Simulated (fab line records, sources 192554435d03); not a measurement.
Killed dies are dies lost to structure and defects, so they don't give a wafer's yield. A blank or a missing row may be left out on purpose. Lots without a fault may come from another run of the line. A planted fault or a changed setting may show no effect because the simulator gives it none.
Which tool did it? | flow n5_finfet | 12 lots, 36 wafers sampled, at 1 step of a route of 1938

WHAT THE GAUGES READ, wafer by wafer
N5_BEOL_M13_OVL_MEAS_11.
lot  | measured     | on         | V12_OVL (nm)
L075 | day 11 11:40 | overlay-01 | 4 4 6
L076 | day 11 20:13 | overlay-02 | -7 -7 -1
L079 | day 12 11:45 | overlay-01 | -4 4 7
L080 | day 12 23:37 | overlay-01 | -7 -8 -4
L083 | day 13 05:26 | overlay-02 | 6 11 3
L085 | day 14 01:02 | overlay-02 | 3 -3 0
L089 | day 14 14:13 | overlay-02 | -2 4 -5
L087 | day 15 11:25 | overlay-01 | -3 -4 4
L092 | day 15 20:14 | overlay-02 | -1 0 -6
L094 | day 16 10:00 | overlay-02 | 10 11 14
L095 | day 16 12:32 | overlay-02 | 9 1 4
L097 | day 17 00:20 | overlay-01 | 11 3 8

WHICH TOOL RAN EACH LOT (tool, then ch and the chambers of the sampled wafers, then the start)
The record holds no process step before these readings.

THE ANSWER, worked out from the rows above alone
Rule: what is usual is taken from the lots themselves. Put in order of their means at a reading, lots are off if they are a third of the lots or fewer, leave a main group of 4 or more, and stand apart from it by a gap of 3 or more times the standard deviation of the main group's means; of several such gaps the widest counts. A main group whose means are all the same, to the digits that the tables above print for the reading, isn't used. A lot without any number at a reading at which 4 lots or more have one is off too. The other lots that the step has rows for count as sound.
No lot is off at any reading shown: from this, nothing can be told.

WHAT THE SIMULATOR HAD PUT IN
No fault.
